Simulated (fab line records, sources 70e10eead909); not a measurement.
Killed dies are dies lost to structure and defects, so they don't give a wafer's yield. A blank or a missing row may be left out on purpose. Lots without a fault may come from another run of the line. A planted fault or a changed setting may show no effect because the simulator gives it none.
fab line records | flow nand_harc | part 2 of 2: steps 5 to 6 of 6
record lots=20 wafers=60 last_day=34
route steps=1302 shown A_STAIRCASE@834 A_SLIT@933
lots that met no fault: from a run of the same line without faults
start_h: hours from the record's first day to the start of the lot's first wafer shown | wait_h: hours since the lot's step before | " the same as in the row above | L1.1+2: a row that stands for several wafers | - no value, or no start given | * or withheld: withheld | < > ~ a bound
route shown NAME@n: a module of which the file shows steps, and the number in the route of the first | usual: mean/standard deviation of fault-free wafers | same: alike in all rows | chamber/n: place in a boat | sites: the reading at each site | _std_site: their standard deviation | _edge_site: outer sites' mean less inner sites' | radius_mm: how far each site lies from the wafer's centre | mask NAME#n: copy n | behind: the tool/chamber that last shaped the wafer | hold: why the lot was held/for how many hours/how that ended | device: the transistor (n, p or np) that didn't switch | end of line: the same wafers' tests at the end of the route | a step without rows: its recipe alone | killed: dies lost to structure and defects at the first sort, not the wafer's yield | map: a wafer's dies, x killed, . not, _ none there
set.NAME: the setting as run; set.NAME@STEP: as run at that earlier step | model.NAME: the simulator's own value behind a step, which no gauge read
steps of the route over a sample of lots; a table a step, a row a wafer
services: from which hour (start_h, from the record's first day; less than 0 if before it) a tool's chamber was out of use, for how many hours, and why
## steps
# step NHARC_A_SLIT_CD_MEAS_09
# recipe target_cd_nm=300 landing_energy_ev=500
# usual cd_nm=300.2/0.57
# columns lot.wafer tool chamber start_h wait_h cd_nm
L074.1 cd_sem-03 0 460.02 - 299.7
L074.3 " 0 " " 300.4
L074.5 " 0 " " 300.5
L076.1 cd_sem-01 0 472.81 - 300.8
L076.4 " 0 " " 300.9
L076.6 " 0 " " 300.4
L078.3 cd_sem-03 0 479.09 - 300.9
L078.4 " 0 " " 300.3
L078.6 " 0 " " 300.8
L079.1 cd_sem-03 0 487.83 - 299.9
L079.4 " 0 " " 300.7
L079.5 " 0 " " 300.3
L077.3 cd_sem-03 0 488.00 - 300.4
L077.5 " 0 " " 301.1
L077.6 " 0 " " 300.4
L080.2 cd_sem-01 0 509.16 - 300.3
L080.4 " 0 " " 299.9
L080.6 " 0 " " 299.2
L082.3 cd_sem-02 0 528.59 - 299.5
L082.5 " 0 " " 299.4
L082.6 " 0 " " 299.4
L083.1 cd_sem-01 0 531.99 - 299.8
L083.2 " 0 " " 298.7
L083.3 " 0 " " 299.7
L084.2 cd_sem-01 0 545.21 - 300.2
L084.3 " 0 " " 298.5
L084.6 " 0 " " 299.9
L085.4 cd_sem-03 0 559.46 - 300.1
L085.5 " 0 " " 299.8
L085.6 " 0 " " 299.4
L086.2 cd_sem-01 0 568.52 - 300.7
L086.5 " 0 " " 300.3
L086.6 " 0 " " 300.2
L087.2 cd_sem-01 0 584.85 - 299.4
L087.3 " 0 " " 299.6
L087.6 " 0 " " 300.2
L088.3 cd_sem-02 0 595.65 - 300.1
L088.4 " 0 " " 300.1
L088.6 " 0 " " 300.8
L091.1 cd_sem-01 0 616.59 - 299.6
L091.4 " 0 " " 299.3
L091.6 " 0 " " 299.7
L092.3 cd_sem-02 0 628.72 - 299.5
L092.4 " 0 " " 299.7
L092.5 " 0 " " 299.9
L093.2 cd_sem-01 0 630.18 - 300.1
L093.3 " 0 " " 300.4
L093.4 " 0 " " 300.8
L094.4 cd_sem-01 0 639.76 - 300.3
L094.5 " 0 " " 300.9
L094.6 " 0 " " 300.1
L095.2 cd_sem-01 0 664.46 - 300.3
L095.4 " 0 " " 300.7
L095.5 " 0 " " 300.5
L096.1 cd_sem-03 0 664.68 - 300.5
L096.4 " 0 " " 301.3
L096.5 " 0 " " 300.7
L097.1 cd_sem-01 0 689.14 - 300.8
L097.3 " 0 " " 300.7
L097.5 " 0 " " 301.4
# step NHARC_A_SLIT_ETCH_24
# recipe target_depth_a=1210 time_s=60.5 cf4_flow_sccm=100 chf3_flow_sccm=30 ar_flow_sccm=0 rf_w=500 bias_w=200 chemistry=CF4/CHF3
# usual drypump_motor_current_A=5.9/0.37 oes_product_au=0.964/0.017 rf_fwd_power_W=495.2/2.2 rf_vpp_V=371.0/2.1 showerhead_plenum_p_Torr=1.59/0.058 throttle_valve_pct=16.803/0.0092
# columns lot.wafer tool chamber start_h wait_h drypump_motor_current_A oes_product_au rf_fwd_power_W rf_hours_counter_h rf_vpp_V showerhead_plenum_p_Torr throttle_valve_pct
L074.1 rie_diel-07 2 460.30 0.1 6.4 0.978 492.8 12 370.5 1.62 16.809
L074.3 " 3 " " 5.8 0.979 497.3 10 368.4 1.53 16.795
L074.5 " 0 " " 5.8 0.981 494.8 - 369.9 1.53 16.811
L076.4 rie_diel-11 0 473.09 0.1 5.3 0.968 496.2 2 368.3 1.57 16.813
L076.1 " 1 " " 6.1 0.977 498.1 1 369.7 1.54 16.816
L076.6 " 2 " " 6.4 0.992 495.1 - 372.8 1.67 16.786
L078.3 rie_diel-11 2 479.39 0.1 6.4 0.981 493.8 2 373.6 1.67 16.800
L078.4 " 3 " " 5.5 0.965 498.0 - 373.3 1.69 16.802
L078.6 " 2 " " 6.4 0.987 493.0 - 374.3 1.67 16.803
L079.1 rie_diel-03 1 488.11 0.1 5.7 0.964 494.4 1 370.8 1.59 16.801
L079.4 " 2 " " 5.7 0.964 493.9 1 372.9 1.61 16.806
L079.5 " 1 " " 5.8 0.974 494.4 - 371.5 1.59 16.806
L077.3 rie_diel-11 2 488.29 0.1 6.4 0.981 491.7 3 374.1 1.67 16.808
L077.6 " 0 " " 5.3 0.964 497.9 - 370.8 1.57 16.801
L077.5 " 2 " " 6.4 0.978 494.0 - 372.5 1.67 16.801
L080.2 rie_diel-03 1 509.43 0.1 5.7 0.973 494.1 2 370.7 1.59 16.810
L080.4 " 2 " " 5.7 0.987 495.8 2 372.1 1.61 16.784
L080.6 " 1 " " 5.7 0.969 495.0 - 371.7 1.59 16.816
L082.3 rie_diel-07 0 528.88 0.1 5.8 0.969 496.6 2 370.0 1.53 16.795
L082.6 " 1 " " 6.4 0.980 494.3 - 368.7 1.53 16.812
L082.5 " 2 " " 6.4 0.961 489.8 - 371.1 1.62 16.796
L083.2 rie_diel-03 1 532.26 0.1 5.7 0.961 495.6 3 371.1 1.59 16.814
L083.1 " 2 " " 5.8 0.985 495.1 3 373.3 1.61 16.812
L083.3 " 0 " " 5.9 0.975 490.2 3 367.6 1.53 16.802
L084.3 rie_diel-11 1 545.48 0.1 6.2 0.961 493.9 3 369.8 1.54 16.808
L084.2 " 0 " " 5.3 0.956 497.1 6 371.6 1.57 16.797
L084.6 " 2 " " 6.4 0.972 494.3 - 374.6 1.67 16.794
L085.4 rie_diel-07 1 559.76 0.1 6.4 0.971 494.1 - 368.1 1.53 16.806
L085.5 " 3 " " 5.8 0.955 497.3 - 369.9 1.53 16.809
L085.6 " 0 " " 5.8 0.961 498.9 - 370.0 1.53 16.810
L086.2 rie_diel-11 2 568.79 0.1 6.4 0.967 494.0 8 374.1 1.66 16.833
L086.6 " 2 " " 6.4 0.959 494.6 - 375.6 1.66 16.794
L086.5 " 3 " " 5.5 0.931 497.1 - 373.5 1.69 16.806
L087.3 rie_diel-07 2 585.13 0.1 6.5 0.959 495.8 4 371.6 1.62 16.791
L087.2 " 3 " " 5.8 0.956 495.9 6 368.2 1.53 16.792
L087.6 " 0 " " 5.8 0.948 498.5 - 368.3 1.52 16.803
L088.3 rie_diel-07 0 595.95 0.1 5.8 0.958 496.1 7 369.0 1.52 16.801
L088.6 " 2 " " 6.4 0.967 492.9 - 373.6 1.62 16.807
L088.4 " 0 " " 5.8 0.952 495.4 - 366.9 1.52 16.807
L091.4 rie_diel-07 2 616.87 0.1 6.5 0.969 489.9 7 372.6 1.62 16.813
L091.1 " 3 " " 5.8 0.972 497.3 8 369.4 1.53 16.788
L091.6 " 2 " " 6.5 0.974 491.9 - 372.3 1.62 16.808
L092.3 rie_diel-07 3 628.99 0.1 5.8 0.915 497.8 9 370.5 1.53 16.795
L092.4 " 0 " " 5.7 0.917 499.4 11 368.7 1.52 16.797
L092.5 " 3 " " 5.8 0.904 494.9 - 368.9 1.53 16.800
L093.4 rie_diel-03 2 630.45 0.1 5.8 0.937 495.2 9 372.6 1.61 16.814
L093.3 " 0 " " 5.8 0.947 494.5 9 370.4 1.52 16.802
L093.2 " 1 " " 5.7 0.971 495.9 9 370.7 1.59 16.814
L094.4 rie_diel-07 2 640.03 0.1 6.4 0.961 492.7 9 372.8 1.62 16.779
L094.6 " 1 " " 6.4 0.989 496.1 - 368.0 1.53 16.804
L094.5 " 2 " " 6.4 0.974 492.0 - 371.6 1.62 16.800
L095.4 rie_diel-07 3 664.73 0.1 5.7 0.971 496.2 0 369.5 1.53 16.793
L095.2 " 1 " " 6.4 0.960 495.7 1 370.3 1.53 16.802
L095.5 " 0 " " 5.8 0.960 498.3 - 370.3 1.52 16.797
L096.1 rie_diel-11 3 664.95 0.1 5.5 0.970 494.4 1 374.6 1.69 16.800
L096.4 " 1 " " 6.1 0.973 493.6 1 369.3 1.54 16.799
L096.5 " 3 " " 5.5 0.976 494.5 - 374.3 1.69 16.815
L097.1 rie_diel-07 0 689.41 0.1 5.8 0.975 498.1 2 369.2 1.52 16.805
L097.3 " 2 " " 6.4 0.963 491.9 1 372.6 1.62 16.804
L097.5 " 0 " " 5.8 0.964 498.4 - 368.8 1.52 16.806
## services
# columns tool chamber start_h hours kind
rie_diel-02 - 371.02 0.4 repair
rie_diel-07 1 380.35 9.2 repair
rie_diel-04 - 387.35 0.5 repair
rie_diel-02 - 397.36 9.0 pm
rie_diel-04 0 402.33 7.7 repair
rie_diel-02 - 416.53 0.6 repair
rie_diel-12 - 447.28 9.0 pm
rie_diel-02 3 455.29 2.5 repair
rie_diel-02 1 464.31 4.4 repair
rie_diel-07 - 471.63 9.0 pm
rie_diel-12 2 499.02 10.7 repair
rie_diel-12 2 519.50 1.4 repair
rie_diel-04 - 536.33 9.0 pm
rie_diel-07 2 549.55 14.6 repair
rie_diel-02 - 574.52 9.0 pm
rie_diel-07 1 576.68 14.4 repair
rie_diel-07 3 587.93 8.5 repair
rie_diel-12 3 596.29 4.9 repair
rie_diel-12 - 624.32 9.0 pm
rie_diel-07 - 648.63 9.0 pm
rie_diel-12 3 657.95 6.1 repair
rie_diel-07 2 666.39 7.8 repair
rie_diel-04 3 673.68 6.7 repair
rie_diel-12 3 673.72 3.6 repair
